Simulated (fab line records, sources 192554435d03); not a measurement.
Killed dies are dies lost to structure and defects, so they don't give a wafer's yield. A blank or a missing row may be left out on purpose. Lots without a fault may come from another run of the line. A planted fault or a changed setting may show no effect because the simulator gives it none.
Which tool did it? | flow n5_finfet | 24 lots, 72 wafers sampled, at 5 steps of a route of 1938

WHAT THE GAUGES READ, wafer by wafer
N5_MOL_CONTACT_COAG_CD_MEAS_101: target cd 16 nm.
lot  | measured     | on        | cd_nm (nm)
L074 | day 5 02:46  | cd_sem-01 | 15.6 15.6 15.6
L075 | day 5 14:57  | cd_sem-03 | 16.0 16.2 15.6
L076 | day 5 18:02  | cd_sem-01 | 15.9 16.1 15.6
L077 | day 5 21:35  | cd_sem-02 | 15.9 15.4 15.9
L078 | day 6 07:25  | cd_sem-01 | 15.8 16.3 15.5
L079 | day 6 11:27  | cd_sem-02 | 15.8 15.7 15.7
L080 | day 6 17:45  | cd_sem-02 | 15.5 15.7 15.7
L081 | day 6 21:13  | cd_sem-01 | 16.0 15.7 15.9
L082 | day 7 06:00  | cd_sem-01 | 16.0 15.9 15.7
L083 | day 7 12:56  | cd_sem-01 | 16.1 16.4 16.3
L084 | day 7 16:58  | cd_sem-02 | 15.9 16.1 15.7
L085 | day 8 03:28  | cd_sem-02 | 15.7 16.3 16.2
L086 | day 8 07:08  | cd_sem-02 | 16.0 16.1 15.7
L087 | day 8 12:07  | cd_sem-02 | 15.6 15.9 16.1
L088 | day 8 16:10  | cd_sem-01 | 15.6 15.3 15.3
L089 | day 8 20:05  | cd_sem-02 | 15.5 16.1 15.7
L090 | day 9 05:22  | cd_sem-01 | 15.8 15.6 15.5
L091 | day 9 08:23  | cd_sem-02 | 15.9 15.7 16.0
L092 | day 9 18:04  | cd_sem-02 | 15.8 16.2 16.1
L093 | day 9 20:08  | cd_sem-02 | 16.1 16.1 16.0
L094 | day 10 10:14 | cd_sem-03 | 16.0 15.9 16.2
L095 | day 10 10:23 | cd_sem-02 | 16.7 16.6 16.4
L096 | day 10 23:52 | cd_sem-03 | 15.9 15.7 16.2
L097 | day 11 02:28 | cd_sem-01 | 15.7 16.1 15.8

N5_BEOL_M0_SAQP_CD_MEAS_25: target cd 13.1 nm.
lot  | measured     | on        | cd_nm (nm)
L074 | day 5 10:21  | cd_sem-03 | 12.82 12.99 13.00
L075 | day 5 22:16  | cd_sem-02 | 12.38 13.08 13.05
L076 | day 6 00:55  | cd_sem-03 | 13.12 12.84 13.06
L077 | day 6 05:37  | cd_sem-02 | 12.30 12.95 13.18
L078 | day 6 14:53  | cd_sem-02 | 13.26 13.03 12.64
L079 | day 6 19:02  | cd_sem-03 | 13.06 12.91 13.26
L080 | day 7 01:04  | cd_sem-01 | 12.57 12.91 12.59
L081 | day 7 06:51  | cd_sem-03 | 12.84 12.71 12.97
L082 | day 7 13:32  | cd_sem-03 | 12.75 12.47 12.75
L083 | day 7 19:54  | cd_sem-02 | 12.80 13.15 12.56
L084 | day 8 01:09  | cd_sem-02 | 12.94 12.53 12.71
L085 | day 8 11:37  | cd_sem-02 | 12.69 12.70 12.70
L086 | day 8 16:47  | cd_sem-02 | 12.73 12.95 13.09
L087 | day 8 20:37  | cd_sem-03 | 13.06 13.01 13.14
L088 | day 8 23:09  | cd_sem-01 | 12.36 12.96 12.89
L089 | day 9 04:07  | cd_sem-01 | 12.80 12.97 12.77
L090 | day 9 12:34  | cd_sem-02 | 12.95 12.90 12.99
L091 | day 9 16:46  | cd_sem-03 | 13.23 12.89 12.48
L092 | day 10 00:50 | cd_sem-03 | 12.89 12.91 12.87
L093 | day 10 04:56 | cd_sem-01 | 12.65 12.61 12.51
L094 | day 10 18:53 | cd_sem-03 | 12.62 12.89 13.02
L095 | day 10 22:19 | cd_sem-03 | 12.40 12.62 12.84
L096 | day 11 07:11 | cd_sem-01 | 12.74 12.52 12.90
L097 | day 11 10:08 | cd_sem-03 | 12.57 12.35 12.86

N5_BEOL_M0_SAQP_INSPECT_42: inspects for defects (brightfield).
lot  | measured     | on                | raw_defect_count
L074 | day 5 12:38  | defect_inspect-01 | 234 330 192
L075 | day 6 00:38  | defect_inspect-02 | 353 175 355
L076 | day 6 03:12  | defect_inspect-01 | 336 320 357
L077 | day 6 07:59  | defect_inspect-01 | 265 233 235
L078 | day 6 17:07  | defect_inspect-01 | 313 255 205
L079 | day 6 21:20  | defect_inspect-02 | 394 221 180
L080 | day 7 03:36  | defect_inspect-02 | 189 241 318
L081 | day 7 09:34  | defect_inspect-02 | 431 375 310
L082 | day 7 15:41  | defect_inspect-02 | 309 218 329
L083 | day 7 22:16  | defect_inspect-02 | 193 272 296
L084 | day 8 03:36  | defect_inspect-02 | 200 239 188
L085 | day 8 14:14  | defect_inspect-02 | 282 350 283
L086 | day 8 19:08  | defect_inspect-01 | 270 365 209
L087 | day 8 22:56  | defect_inspect-02 | 332 226 327
L088 | day 9 01:37  | defect_inspect-01 | 248 238 258
L089 | day 9 06:43  | defect_inspect-02 | 525 302 233
L090 | day 9 14:51  | defect_inspect-02 | 288 281 310
L091 | day 9 19:16  | defect_inspect-02 | 321 207 197
L092 | day 10 03:28 | defect_inspect-01 | 221 239 315
L093 | day 10 07:32 | defect_inspect-02 | 252 362 213
L094 | day 10 21:14 | defect_inspect-01 | 263 260 251
L095 | day 11 00:28 | defect_inspect-02 | 268 286 284
L096 | day 11 09:32 | defect_inspect-02 | 278 234 284
L097 | day 11 12:17 | defect_inspect-02 | 253 230 182

WHICH TOOL RAN EACH LOT (tool, then ch and the chambers of the sampled wafers, then the start)
lot  | N5_BEOL_M0_SAQP_MANDREL1_REMOVE_100 | N5_BEOL_M0_SAQP_ETCH_106
L074 | rie_si-05 ch 0,1,2, day 5 10:14     | rie_diel-06 ch 1,2, day 5 11:04
L075 | rie_si-05 ch 2,3, day 5 22:09       | rie_diel-02 ch 2,3, day 5 23:04
L076 | rie_si-06 ch 0,1,2, day 6 00:48     | rie_diel-06 ch 1,2,3, day 6 01:45
L077 | rie_si-05 ch 0,1,2, day 6 05:30     | rie_diel-06 ch 2,3, day 6 06:32
L078 | rie_si-05 ch 1,3, day 6 14:47       | rie_diel-04 ch 2,3, day 6 15:35
L079 | rie_si-05 ch 0,1,2, day 6 18:55     | rie_diel-02 ch 1,2,3, day 6 19:44
L080 | rie_si-05 ch 0,1,2, day 7 00:57     | rie_diel-04 ch 0,1,3, day 7 01:46
L081 | rie_si-05 ch 0,1,2, day 7 06:44     | rie_diel-06 ch 0,2, day 7 07:51
L082 | rie_si-05 ch 0,1, day 7 13:25       | rie_diel-02 ch 1,2, day 7 14:14
L083 | rie_si-05 ch 1,2,3, day 7 19:47     | rie_diel-04 ch 0,2,3, day 7 20:36
L084 | rie_si-03 ch 0,1, day 8 01:02       | rie_diel-02 ch 1,2,3, day 8 01:52
L085 | rie_si-03 ch 1,2,3, day 8 11:31     | rie_diel-02 ch 0,1, day 8 12:41
L086 | rie_si-06 ch 2,3, day 8 16:41       | rie_diel-02 ch 1,2, day 8 17:34
L087 | rie_si-03 ch 0,3, day 8 20:31       | rie_diel-06 ch 1,2,3, day 8 21:20
L088 | rie_si-06 ch 2,3, day 8 23:02       | rie_diel-04 ch 0,1,3, day 9 00:07
L089 | rie_si-05 ch 0,1,2, day 9 04:01     | rie_diel-04 ch 1,2,3, day 9 05:11
L090 | rie_si-06 ch 0,2, day 9 12:28       | rie_diel-04 ch 0,2,3, day 9 13:20
L091 | rie_si-05 ch 0,2,3, day 9 16:40     | rie_diel-04 ch 0,1,2, day 9 17:42
L092 | rie_si-03 ch 0,1,2, day 10 00:43    | rie_diel-02 ch 2,3, day 10 01:57
L093 | rie_si-05 ch 0,3, day 10 04:50      | rie_diel-02 ch 1,2,3, day 10 05:39
L094 | rie_si-06 ch 0,2,3, day 10 18:46    | rie_diel-04 ch 0,2,3, day 10 19:37
L095 | rie_si-05 ch 0,1,2, day 10 22:12    | rie_diel-04 ch 0,2,3, day 10 23:01
L096 | rie_si-05 ch 1,2,3, day 11 07:05    | rie_diel-04 ch 1,2,3, day 11 08:05
L097 | rie_si-03 ch 1,2, day 11 10:01      | rie_diel-02 ch 0,1, day 11 10:50
- N5_BEOL_M0_SAQP_MANDREL1_REMOVE_100: chemistry HBr/Cl2/O2, target a-Si, stops on SiNx, bt time 10 s.
- N5_BEOL_M0_SAQP_ETCH_106: etches SOC in N2/H2, stops on SiNx, target depth 150 nm.

WHAT THE TOOLS THEMSELVES READ (means of the sampled wafers that have a number; where no wafer has one, the mark that the record gives instead)
N5_BEOL_M0_SAQP_MANDREL1_REMOVE_100.
lot  | tool      | drypump_motor_current_A (A) | oes_product_au (a.u.) | throttle_valve_pct (%)
L074 | rie_si-05 | 6.3                         | 0.979                 | 36.4
L075 | rie_si-05 | 5.9                         | 1.005                 | 36.7
L076 | rie_si-06 | 6.0                         | 1.003                 | 36.7
L077 | rie_si-05 | 6.3                         | 0.984                 | 36.4
L078 | rie_si-05 | 6.0                         | 0.986                 | 36.9
L079 | rie_si-05 | 6.3                         | 0.981                 | 36.4
L080 | rie_si-05 | 6.3                         | 0.985                 | 36.5
L081 | rie_si-05 | 6.3                         | 0.994                 | 36.5
L082 | rie_si-05 | 6.3                         | 0.986                 | 36.4
L083 | rie_si-05 | 6.2                         | 0.997                 | 36.7
L084 | rie_si-03 | 6.0                         | 0.992                 | 36.4
L085 | rie_si-03 | 5.5                         | 0.984                 | 36.5
L086 | rie_si-06 | 6.0                         | 1.013                 | 36.6
L087 | rie_si-03 | 5.3                         | 0.995                 | 36.4
L088 | rie_si-06 | 6.1                         | 1.004                 | 36.6
L089 | rie_si-05 | 6.3                         | 0.987                 | 36.5
L090 | rie_si-06 | 5.9                         | 1.017                 | 36.7
L091 | rie_si-05 | 6.0                         | 0.992                 | 36.4
L092 | rie_si-03 | 5.9                         | 0.995                 | 36.3
L093 | rie_si-05 | 6.0                         | 0.991                 | 36.4
L094 | rie_si-06 | 6.1                         | 1.008                 | 36.7
L095 | rie_si-05 | 6.3                         | 0.997                 | 36.5
L096 | rie_si-05 | 6.2                         | 1.004                 | 36.7
L097 | rie_si-03 | 5.8                         | 0.991                 | 36.5

N5_BEOL_M0_SAQP_ETCH_106.
lot  | tool        | drypump_motor_current_A (A) | oes_product_au (a.u.) | rf_vpp_V (V) | showerhead_plenum_p_Torr (Torr) | throttle_valve_pct (%)
L074 | rie_diel-06 | 5.9                         | 0.74                  | 241.4        | 2.58                            | 18.09
L075 | rie_diel-02 | 6.7                         | 0.82                  | 240.8        | 2.48                            | 18.07
L076 | rie_diel-06 | 5.5                         | 0.75                  | 241.4        | 2.55                            | 18.00
L077 | rie_diel-06 | 5.4                         | 0.77                  | 241.0        | 2.48                            | 17.90
L078 | rie_diel-04 | 5.5                         | 0.76                  | 240.1        | 2.43                            | 17.79
L079 | rie_diel-02 | 6.6                         | 0.79                  | 240.9        | 2.54                            | 17.85
L080 | rie_diel-04 | 5.6                         | 0.87                  | 241.5        | 2.50                            | 17.76
L081 | rie_diel-06 | 6.2                         | 0.88                  | 241.7        | 2.56                            | 17.77
L082 | rie_diel-02 | 6.4                         | 0.77                  | 241.9        | 2.60                            | 17.63
L083 | rie_diel-04 | 5.6                         | 0.80                  | 238.9        | 2.45                            | 17.74
L084 | rie_diel-02 | 6.6                         | 0.78                  | 240.3        | 2.54                            | 17.87
L085 | rie_diel-02 | 5.7                         | 0.82                  | 241.2        | 2.61                            | 17.66
L086 | rie_diel-02 | 6.4                         | 0.76                  | 241.6        | 2.60                            | 17.65
L087 | rie_diel-06 | 5.5                         | 0.73                  | 241.1        | 2.54                            | 18.02
L088 | rie_diel-04 | 5.6                         | 0.85                  | 240.3        | 2.50                            | 17.78
L089 | rie_diel-04 | 5.3                         | 0.77                  | 239.8        | 2.47                            | 17.81
L090 | rie_diel-04 | 5.6                         | 0.79                  | 240.0        | 2.44                            | 17.75
L091 | rie_diel-04 | 5.4                         | 0.81                  | 240.3        | 2.48                            | 17.72
L092 | rie_diel-02 | 6.6                         | 0.79                  | 238.8        | 2.47                            | 17.89
L093 | rie_diel-02 | 6.6                         | 0.77                  | 239.6        | 2.53                            | 17.89
L094 | rie_diel-04 | 5.6                         | 0.78                  | 239.5        | 2.44                            | 17.77
L095 | rie_diel-04 | 5.6                         | 0.77                  | 239.4        | 2.44                            | 17.78
L096 | rie_diel-04 | 5.3                         | 0.75                  | 240.2        | 2.47                            | 17.83
L097 | rie_diel-02 | 6.1                         | 0.76                  | 241.8        | 2.63                            | 17.68

THE ANSWER, worked out from the rows above alone
Rule: what is usual is taken from the lots themselves. Put in order of their means at a reading, lots are off if they are a third of the lots or fewer, leave a main group of 4 or more, and stand apart from it by a gap of 3 or more times the standard deviation of the main group's means; of several such gaps the widest counts. A main group whose means are all the same, to the digits that the tables above print for the reading, isn't used. A lot without any number at a reading at which 4 lots or more have one is off too. The other lots that the step has rows for count as sound. The gauges are gone through in route order, then the tools' own readings, and for those a lot's mean is taken as printed above. The first step at which some lot is off is used, and at that step the reading that is off furthest; a lot without a number counts as furthest.
No lot is off at any reading shown: from this, nothing can be told.

WHAT THE SIMULATOR HAD PUT IN
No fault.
